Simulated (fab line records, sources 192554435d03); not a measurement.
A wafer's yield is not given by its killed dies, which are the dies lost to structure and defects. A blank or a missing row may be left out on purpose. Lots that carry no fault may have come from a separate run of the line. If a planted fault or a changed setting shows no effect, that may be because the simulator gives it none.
Code-filled problem report in 8D (eight disciplines) form | flow n5 finfet | the parts of the form that need people (team, actions taken, sign-off) are left out

1. WHAT WENT WRONG
Mean of exposure dose mJ cm2 at N5_BEOL_M0_SAQP_EXPOSE_37: 45.40 across 6 wafers in 2 lots; on wafers with no fault it is 44.76 (standard deviation 0.048). That puts it +13 standard deviations away from the usual mean.
The step: exposes mask M0 CUT1, target cd 30 nm.
The first sign was on wafer L316.1 at day 11 06:05, on euv scanner-02. The record holds 28 wafers of 10 lots with a number at this step. Rule for "out", or "out of limits": more than 4 standard deviations from the usual mean. The rest of the wafers with a number are treated as sound.

2. WHAT IT IS, WHAT IT ISN'T
question                    | is                     | is not
which readings at this step | exposure dose mJ cm2   | -
which lots                  | L316, L317             | L294, L295, L296, L304, L305, L306, L308, L311
which wafers of those lots  | all that have a number | -
read on which tools         | euv scanner-02         | euv scanner-01
when                        | from day 11 06:05      | up to then (22 sound wafers)

3. THE SUSPECTS, EACH WITH WHAT RULES IT OUT
Counting: a tool at a process step up to the reading stays a suspect if it ran every lot that is out and no sound lot after the first of them.
- euv scanner-02 at N5_BEOL_M0_SAQP_EXPOSE_37 (exposes mask M0 CUT1, target cd 30 nm): kept. It processed each lot that is out, first L316 at day 11 06:05, and no sound lot thereafter; up to then, the last sound lot it processed was L308 at day 9 06:53. On those wafers its own readings are out: exposure dose mJ cm2.
Remaining after the count: euv scanner-02 at N5_BEOL_M0_SAQP_EXPOSE_37.

4. THE CAUSE (what the simulator had put in)
Process parameter drift: euv scanner-02, from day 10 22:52 on, at N5_BEOL_M0_SAQP_EXPOSE_37. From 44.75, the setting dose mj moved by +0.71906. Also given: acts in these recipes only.
After counting, this tool was the only one left.

5. THE EFFECT CHAIN, in route order
One row per reading whose mean, taken over the struck wafers that have a number, lies over 3 standard deviations from the usual. Scope: only readings with a usual standard deviation given in the record; hours: median across lots of the time from each lot's start at the first step in this table that gives one to its start at this step; sigmas: change in usual standard deviations.
hours | step                      | reading              | usual | on struck wafers | change | sigmas
0     | N5_BEOL_M0_SAQP_EXPOSE_37 | exposure dose mJ cm2 | 44.76 | 45.40            | +0.64  | +13
The process steps in it:
- N5_BEOL_M0_SAQP_EXPOSE_37: exposes mask M0 CUT1, target cd 30 nm.
Later measuring or inspecting steps at which every struck wafer that the step has a row for has a number for every such reading, and none has moved that far: N5_BEOL_M0_SAQP_OVL_MEAS_41, N5_BEOL_M4_RC_MEAS_101.

6. WHAT WOULD HAVE CAUGHT IT SOONER
In this record no reading fell out of limits until day 11 06:05, 7 hours after the fault had begun at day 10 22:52.
